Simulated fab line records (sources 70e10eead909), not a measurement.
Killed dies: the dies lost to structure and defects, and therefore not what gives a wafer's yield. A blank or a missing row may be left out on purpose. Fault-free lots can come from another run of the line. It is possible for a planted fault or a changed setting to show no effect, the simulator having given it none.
The tool behind it: which one? / flow nand-harc / 14 lots, 42 wafers sampled, at 5 steps of a route of 1159

## WHAT THE GAUGES SHOWED, per wafer
NHARC_A_ZERO_WELL_CD_MEAS_10: target cd 2000 nm.
lot=L830; measured=day 6 16:21; on=cd-sem-02; cd-nm (nm)=2000.8 1999.7 1995.4
lot=L831; measured=day 7 04:07; on=cd-sem-03; cd-nm (nm)=1997.3 1999.6 1998.5
lot=L834; measured=day 7 07:48; on=cd-sem-02; cd-nm (nm)=2000.5 1998.9 1999.6
lot=L833; measured=day 7 12:51; on=cd-sem-03; cd-nm (nm)=2001.3 1999.8 2001.0
lot=L836; measured=day 7 23:23; on=cd-sem-03; cd-nm (nm)=1997.5 2000.5 1999.8
lot=L837; measured=day 8 10:52; on=cd-sem-03; cd-nm (nm)=1999.9 2000.2 2002.0
lot=L839; measured=day 8 15:22; on=cd-sem-01; cd-nm (nm)=1999.8 1999.9 2001.6
lot=L838; measured=day 8 15:55; on=cd-sem-01; cd-nm (nm)=1998.1 1996.0 1999.1
lot=L844; measured=day 10 15:04; on=cd-sem-03; cd-nm (nm)=2001.3 1995.5 1998.4
lot=L848; measured=day 11 03:26; on=cd-sem-01; cd-nm (nm)=1998.7 1999.8 2000.0
lot=L850; measured=day 11 11:13; on=cd-sem-03; cd-nm (nm)=2001.0 2000.9 1998.9
lot=L849; measured=day 11 11:46; on=cd-sem-03; cd-nm (nm)=1999.7 1995.2 2001.6
lot=L852; measured=day 12 00:44; on=cd-sem-01; cd-nm (nm)=2000.0 1996.6 1997.8
lot=L853; measured=day 12 01:18; on=cd-sem-01; cd-nm (nm)=1997.1 1995.6 1999.3

NHARC_A_ONON_D1_THK_MEAS_14: measures by ellipsometry.
lot=L830; measured=day 7 22:14; on=film-metro-01; thk-nm (nm)=999 999 1001
lot=L831; measured=day 8 04:53; on=film-metro-02; thk-nm (nm)=1017 1019 1019
lot=L834; measured=day 8 08:27; on=film-metro-01; thk-nm (nm)=991 991 988
lot=L833; measured=day 8 14:30; on=film-metro-02; thk-nm (nm)=992 991 990
lot=L836; measured=day 9 02:11; on=film-metro-01; thk-nm (nm)=1013 1014 495 1014 1014 494
lot=L837; measured=day 9 12:41; on=film-metro-02; thk-nm (nm)=484 484 484 482 480 483
lot=L839; measured=day 9 18:48; on=film-metro-01; thk-nm (nm)=1001 1001 1001
lot=L838; measured=day 9 18:47; on=film-metro-01; thk-nm (nm)=996 997 996
lot=L844; measured=day 11 17:24; on=film-metro-02; thk-nm (nm)=1005 1003 1003
lot=L848; measured=day 12 02:08; on=film-metro-01; thk-nm (nm)=988 989 988
lot=L850; measured=day 12 13:41; on=film-metro-02; thk-nm (nm)=994 994 992
lot=L849; measured=day 12 13:38; on=film-metro-02; thk-nm (nm)=985 986 987
lot=L852; measured=day 13 01:23; on=film-metro-02; thk-nm (nm)=1010 1011 1009
lot=L853; measured=day 13 01:42; on=film-metro-02; thk-nm (nm)=1011 1012 1013

## EACH LOT AND THE TOOL THAT RAN IT (in order: tool; ch and the chambers of the sampled wafers; start)
lot=L830; NHARC_P_BONDPAD_ANNEAL_28=rtp-anneal-01 ch 0, day 6 14:05; NHARC_P_BONDPAD_ACTIVATE_29=rie-diel-02 ch 0,2, day 6 15:07; NHARC_A_ONON_D1_DEP_12=pecvd-onon-01 ch 0, day 7 21:43
lot=L831; NHARC_P_BONDPAD_ANNEAL_28=rtp-anneal-01 ch 0, day 7 01:55; NHARC_P_BONDPAD_ACTIVATE_29=rie-diel-02 ch 0,2,3, day 7 02:52; NHARC_A_ONON_D1_DEP_12=pecvd-onon-03 ch 0, day 8 04:22
lot=L834; NHARC_P_BONDPAD_ANNEAL_28=rtp-anneal-01 ch 0, day 7 05:37; NHARC_P_BONDPAD_ACTIVATE_29=rie-diel-01 ch 0,2,3, day 7 06:34; NHARC_A_ONON_D1_DEP_12=pecvd-onon-03 ch 0, day 8 07:57
lot=L833; NHARC_P_BONDPAD_ANNEAL_28=rtp-anneal-02 ch 0, day 7 10:42; NHARC_P_BONDPAD_ACTIVATE_29=rie-diel-01 ch 0,1,2, day 7 11:36; NHARC_A_ONON_D1_DEP_12=pecvd-onon-01 ch 0, day 8 14:03
lot=L836; NHARC_P_BONDPAD_ANNEAL_28=rtp-anneal-02 ch 0, day 7 21:17; NHARC_P_BONDPAD_ACTIVATE_29=rie-diel-02 ch 0,1,3, day 7 22:07; NHARC_A_ONON_D1_DEP_12=pecvd-onon-03 ch 0, day 9 01:48
lot=L837; NHARC_P_BONDPAD_ANNEAL_28=rtp-anneal-02 ch 0, day 8 08:48; NHARC_P_BONDPAD_ACTIVATE_29=rie-diel-02 ch 2,3, day 8 09:45; NHARC_A_ONON_D1_DEP_12=pecvd-onon-03 ch 0, day 9 12:11
lot=L839; NHARC_P_BONDPAD_ANNEAL_28=rtp-anneal-01 ch 0, day 8 13:10; NHARC_P_BONDPAD_ACTIVATE_29=rie-diel-02 ch 0,2,3, day 8 14:08; NHARC_A_ONON_D1_DEP_12=pecvd-onon-02 ch 0, day 9 18:17
lot=L838; NHARC_P_BONDPAD_ANNEAL_28=rtp-anneal-01 ch 0, day 8 13:43; NHARC_P_BONDPAD_ACTIVATE_29=rie-diel-02 ch 0,2, day 8 14:41; NHARC_A_ONON_D1_DEP_12=pecvd-onon-01 ch 0, day 9 18:17
lot=L844; NHARC_P_BONDPAD_ANNEAL_28=rtp-anneal-02 ch 0, day 10 12:50; NHARC_P_BONDPAD_ACTIVATE_29=rie-diel-02 ch 2,3, day 10 13:47; NHARC_A_ONON_D1_DEP_12=pecvd-onon-01 ch 0, day 11 16:53
lot=L848; NHARC_P_BONDPAD_ANNEAL_28=rtp-anneal-01 ch 0, day 11 01:16; NHARC_P_BONDPAD_ACTIVATE_29=rie-diel-13 ch 1,2,3, day 11 02:10; NHARC_A_ONON_D1_DEP_12=pecvd-onon-02 ch 0, day 12 01:48
lot=L850; NHARC_P_BONDPAD_ANNEAL_28=rtp-anneal-01 ch 0, day 11 08:52; NHARC_P_BONDPAD_ACTIVATE_29=rie-diel-02 ch 0,3, day 11 09:50; NHARC_A_ONON_D1_DEP_12=pecvd-onon-03 ch 0, day 12 13:09
lot=L849; NHARC_P_BONDPAD_ANNEAL_28=rtp-anneal-02 ch 0, day 11 09:30; NHARC_P_BONDPAD_ACTIVATE_29=rie-diel-02 ch 2,3, day 11 10:32; NHARC_A_ONON_D1_DEP_12=pecvd-onon-01 ch 0, day 12 13:14
lot=L852; NHARC_P_BONDPAD_ANNEAL_28=rtp-anneal-02 ch 0, day 11 22:35; NHARC_P_BONDPAD_ACTIVATE_29=rie-diel-02 ch 0,2,3, day 11 23:29; NHARC_A_ONON_D1_DEP_12=pecvd-onon-01 ch 0, day 13 00:55
lot=L853; NHARC_P_BONDPAD_ANNEAL_28=rtp-anneal-01 ch 0, day 11 23:17; NHARC_P_BONDPAD_ACTIVATE_29=rie-diel-02 ch 0,2, day 12 00:11; NHARC_A_ONON_D1_DEP_12=pecvd-onon-02 ch 0, day 13 01:15
- NHARC_P_BONDPAD_ANNEAL_28: time 90 s.
- NHARC_P_BONDPAD_ACTIVATE_29: chemistry N2, time 60 s.
- NHARC_A_ONON_D1_DEP_12: target thk 1000 nm.

## AS READ BY THE TOOLS THEMSELVES (means over the sampled wafers that have a number; for cases with no such wafer, the mark the record gives instead)
NHARC_P_BONDPAD_ANNEAL_28.
lot=L830 tool=rtp-anneal-01 wafer_temp_C_max=226.65
lot=L831 tool=rtp-anneal-01 wafer_temp_C_max=226.55
lot=L834 tool=rtp-anneal-01 wafer_temp_C_max=226.61
lot=L833 tool=rtp-anneal-02 wafer_temp_C_max=225.88
lot=L836 tool=rtp-anneal-02 wafer_temp_C_max=226.38
lot=L837 tool=rtp-anneal-02 wafer_temp_C_max=226.35
lot=L839 tool=rtp-anneal-01 wafer_temp_C_max=226.38
lot=L838 tool=rtp-anneal-01 wafer_temp_C_max=226.64
lot=L844 tool=rtp-anneal-02 wafer_temp_C_max=226.45
lot=L848 tool=rtp-anneal-01 wafer_temp_C_max=226.61
lot=L850 tool=rtp-anneal-01 wafer_temp_C_max=226.73
lot=L849 tool=rtp-anneal-02 wafer_temp_C_max=226.13
lot=L852 tool=rtp-anneal-02 wafer_temp_C_max=226.31
lot=L853 tool=rtp-anneal-01 wafer_temp_C_max=226.41

NHARC_P_BONDPAD_ACTIVATE_29.
lot=L830; tool=rie-diel-02; drypump-motor-current-A (A)=5.8; oes-product-au (a.u.)=0.996; rf-vpp-V (V)=64.1; showerhead-plenum-p-Torr (Torr)=1.70
lot=L831; tool=rie-diel-02; drypump-motor-current-A (A)=5.9; oes-product-au (a.u.)=0.993; rf-vpp-V (V)=64.4; showerhead-plenum-p-Torr (Torr)=1.76
lot=L834; tool=rie-diel-01; drypump-motor-current-A (A)=5.8; oes-product-au (a.u.)=1.002; rf-vpp-V (V)=64.1; showerhead-plenum-p-Torr (Torr)=1.73
lot=L833; tool=rie-diel-01; drypump-motor-current-A (A)=6.1; oes-product-au (a.u.)=0.993; rf-vpp-V (V)=63.2; showerhead-plenum-p-Torr (Torr)=1.75
lot=L836; tool=rie-diel-02; drypump-motor-current-A (A)=5.8; oes-product-au (a.u.)=0.991; rf-vpp-V (V)=63.9; showerhead-plenum-p-Torr (Torr)=1.76
lot=L837; tool=rie-diel-02; drypump-motor-current-A (A)=6.1; oes-product-au (a.u.)=1.000; rf-vpp-V (V)=63.7; showerhead-plenum-p-Torr (Torr)=1.75
lot=L839; tool=rie-diel-02; drypump-motor-current-A (A)=5.9; oes-product-au (a.u.)=0.995; rf-vpp-V (V)=64.3; showerhead-plenum-p-Torr (Torr)=1.76
lot=L838; tool=rie-diel-02; drypump-motor-current-A (A)=6.0; oes-product-au (a.u.)=1.008; rf-vpp-V (V)=64.1; showerhead-plenum-p-Torr (Torr)=1.70
lot=L844; tool=rie-diel-02; drypump-motor-current-A (A)=6.1; oes-product-au (a.u.)=0.987; rf-vpp-V (V)=64.2; showerhead-plenum-p-Torr (Torr)=1.75
lot=L848; tool=rie-diel-13; drypump-motor-current-A (A)=6.2; oes-product-au (a.u.)=0.992; rf-vpp-V (V)=64.2; showerhead-plenum-p-Torr (Torr)=1.76
lot=L850; tool=rie-diel-02; drypump-motor-current-A (A)=5.6; oes-product-au (a.u.)=0.998; rf-vpp-V (V)=64.1; showerhead-plenum-p-Torr (Torr)=1.76
lot=L849; tool=rie-diel-02; drypump-motor-current-A (A)=5.9; oes-product-au (a.u.)=0.991; rf-vpp-V (V)=63.6; showerhead-plenum-p-Torr (Torr)=1.81
lot=L852; tool=rie-diel-02; drypump-motor-current-A (A)=5.8; oes-product-au (a.u.)=0.986; rf-vpp-V (V)=64.3; showerhead-plenum-p-Torr (Torr)=1.76
lot=L853; tool=rie-diel-02; drypump-motor-current-A (A)=5.8; oes-product-au (a.u.)=0.996; rf-vpp-V (V)=63.3; showerhead-plenum-p-Torr (Torr)=1.70

NHARC_A_ONON_D1_DEP_12.
lot=L830; tool=pecvd-onon-01; n2o-flow-sccm (sccm)=2004
lot=L831; tool=pecvd-onon-03; n2o-flow-sccm (sccm)=2002
lot=L834; tool=pecvd-onon-03; n2o-flow-sccm (sccm)=1993
lot=L833; tool=pecvd-onon-01; n2o-flow-sccm (sccm)=2005
lot=L836; tool=pecvd-onon-03; n2o-flow-sccm (sccm)=2002
lot=L837; tool=pecvd-onon-03; n2o-flow-sccm (sccm)=1997
lot=L839; tool=pecvd-onon-02; n2o-flow-sccm (sccm)=2001
lot=L838; tool=pecvd-onon-01; n2o-flow-sccm (sccm)=2008
lot=L844; tool=pecvd-onon-01; n2o-flow-sccm (sccm)=2004
lot=L848; tool=pecvd-onon-02; n2o-flow-sccm (sccm)=1997
lot=L850; tool=pecvd-onon-03; n2o-flow-sccm (sccm)=2000
lot=L849; tool=pecvd-onon-01; n2o-flow-sccm (sccm)=2004
lot=L852; tool=pecvd-onon-01; n2o-flow-sccm (sccm)=1994
lot=L853; tool=pecvd-onon-02; n2o-flow-sccm (sccm)=2003

## THE ANSWER, worked out from the rows above alone
Rule: the usual values come from the lots themselves. The widest of any qualifying gaps counts: lots, ordered by their means at a reading, are off when they make up no more than a third of the lots, leave a main group of 4 or more, and stand apart from it by 3 or more times the standard deviation of that group's means. The tables above print the reading to a certain number of digits; a main group whose means all agree to those digits is not used. Also off: a lot with no number at a reading for which 4 or more lots have one. Where the step has rows for the other lots, those lots are counted as sound. First the gauges in route order, then the tools' own readings, where a lot's mean is used as printed above. At the first step where some lot is off, the reading lying furthest off is the one used; lots without a number count as furthest.
Off at NHARC_A_ONON_D1_THK_MEAS_14 (thk-nm): L836, L837. Mean 999 nm and standard deviation 9.8 in the main group.
A tool fits if, at a process step before that reading, it ran every lot that is off, and no sound lot after the first of them. Gauges at NHARC_A_ONON_D1_THK_MEAS_14: tried the same way as those tools. None of those tried fits.

## WHAT THE SIMULATOR PUT IN
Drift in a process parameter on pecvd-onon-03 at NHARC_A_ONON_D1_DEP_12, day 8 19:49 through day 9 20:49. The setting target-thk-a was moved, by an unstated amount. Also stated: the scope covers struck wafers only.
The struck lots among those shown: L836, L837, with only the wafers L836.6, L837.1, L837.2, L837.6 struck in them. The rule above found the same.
